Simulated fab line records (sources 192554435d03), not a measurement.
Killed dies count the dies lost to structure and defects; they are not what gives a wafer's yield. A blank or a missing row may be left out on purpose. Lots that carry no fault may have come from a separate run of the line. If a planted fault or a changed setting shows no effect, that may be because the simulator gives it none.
A lot that was struck, set against a sound lot -- flow n5 finfet -- 16 steps out of a route of 1938
Sound: these wafers, L619.2, L619.3, L619.5. Wafers L613.2, L613.3, L613.6 were the ones struck. Last of all comes the cause.
Order at every step that has rows: each side's tool, ch and its chambers, its first start. Under that, the readings that differ: sound wafers -- struck wafers -- difference of the means -- sigmas: that difference in standard deviations of wafers without a fault.
alike: readings with means less than 2 such deviations apart, plus words and numbers identical on both sides. not compared: withheld readings, readings lacking a value on some wafer, bounds such as >300 that could conceal the same value, and numbers that have no deviation in the record and whose values overlap.
Wherever a step has rows on one side only, a row that says differs or no value, or a row with sigmas, the two part there. Non-overlapping numbers with no deviation appear without sigmas and do not part them. A reading that every wafer of one side lacks parts them only if that side has two wafers or more.

first, 1 step without rows for these wafers: N5_BEOL_M0_SAQP_SPACER1_ALD_98 (deposits SiO2, target thk 12.8 nm, pulse time 1 s, purge time 2 s).
N5_BEOL_M0_SAQP_SPACER1_ETCHBACK_99: etches SiO2 in CHF3/O2, target depth 15.4 nm, time 7.7 s.
  sound on rie diel-05 ch 0,2, day 8 22:16; struck on rie diel-06 ch 0,1,2, day 7 08:28
  alike: chamber pressure mTorr, drypump motor current A, oes product au, rf vpp V, showerhead plenum p Torr, throttle valve pct
  not compared: rf hours counter h
N5_BEOL_M0_SAQP_MANDREL1_REMOVE_100: chemistry HBr/Cl2/O2, target a-Si, stops on SiNx, bt time 10 s.
  sound on rie si-01 ch 0,2,3, day 8 22:20; struck on rie si-06 ch 0,1,3, day 7 08:33
  alike: HBr_flow_sccm, chamber pressure mTorr, drypump motor current A, he backside leak sccm, oes product au, throttle valve pct
  not compared: rf hours counter h
N5_BEOL_M0_SAQP_CD_MEAS_25: the cd target is 13.1 nm.
  sound on cd sem-01 ch 0, day 8 22:27; struck on cd sem-03 ch 0, day 7 08:40
  alike: cd nm
then, 1 step without rows for these wafers: N5_BEOL_M0_SAQP_ETCH_101 (etches SiNx in CH3F/O2, target depth 29.9 nm, time 42.7 s).
N5_BEOL_M0_SAQP_ETCH_102: etches SiO2 in CF4, target depth 4 nm, time 4.4 s.
  sound on rie si-03 ch 1,2, day 8 22:36; struck on rie si-01 ch 0,2,3, day 7 08:48
  alike: chamber pressure mTorr, drypump motor current A, he backside leak sccm, oes product au, throttle valve pct
  not compared: rf hours counter h
then, 3 steps without rows for these wafers: N5_BEOL_M0_SAQP_MANDREL_ETCH_103 (etches a-Si in HBr/Cl2, stops on SiCN, target depth 45 nm, bt time 10 s, time 27 s); N5_BEOL_M0_SAQP_RECESS_104 (chemistry HF/NH3, target SiO2, target depth 18 nm, afs cycles 3, sublimation time 60 s); N5_BEOL_M0_SAQP_COAT_105 (time 60 s, resist thk 100 nm).
N5_BEOL_M0_SAQP_ETCH_106: etches SOC in N2/H2, stops on SiNx, target depth 150 nm.
  sound on rie diel-05 ch 2,3, day 8 23:10; struck on rie diel-06 ch 0,1, day 7 09:31
  alike: chamber pressure mTorr, drypump motor current A, oes product au, rf vpp V, showerhead plenum p Torr, throttle valve pct
  not compared: rf hours counter h
then, 2 steps without rows for these wafers: N5_BEOL_M0_SAQP_ETCH_107 (etches SiNx in CH3F/O2, target depth 30 nm); N5_BEOL_M0_SAQP_STRIP_108 (strips in N2/H2).
N5_BEOL_M0_SAQP_RECESS_109: chemistry HF/NH3, target SiO2, target depth 3 nm, afs cycles 1, sublimation time 60 s.
  sound on vapor etch-01 ch 0,1, day 8 23:19; struck on vapor etch-01 ch 0,1, day 7 09:40
  no value came back on the struck wafers for afs cycles, drypump motor current A (A); on the sound wafers afs cycles reads 1 1 1
N5_BEOL_M0_SAQP_SPACER2_ALD_26: deposits SiO2, target thk 15 nm, pulse time 1 s, purge time 2 s.
  sound on ald sin-04 ch 0,3, day 9 00:32; struck on ald sin-04 ch 0,2,3, day 7 09:49
  alike: heater power w, precursor pulse height rel
-- a jump in the record: the struck wafers' starts before and after are 3 days apart (it breaks off in module BEOL_M0_SAQP and resumes in module BEOL_M4, where the first step shown is number 1111 of the route) --
N5_BEOL_M4_RC_MEAS_101:
  sound on prober-01 ch 0, day 11 16:01; struck on prober-01 ch 0, day 10 09:52
  alike: DIBL_N, DIBL_P, IOFF_N, IOFF_P, ION_N, ION_P, SS_N, SS_P, VT_N, VT_P
following that, these wafers have no rows for 1 step: N5_PASSIVATION_PROBE_49.

## WHERE THEY PART
At N5_BEOL_M0_SAQP_RECESS_109 and nowhere else, as far as this record goes. Later steps at which nothing parts them and some readings are alike: N5_BEOL_M0_SAQP_SPACER2_ALD_26, N5_BEOL_M4_RC_MEAS_101.

WHY: what had been put in by the simulator
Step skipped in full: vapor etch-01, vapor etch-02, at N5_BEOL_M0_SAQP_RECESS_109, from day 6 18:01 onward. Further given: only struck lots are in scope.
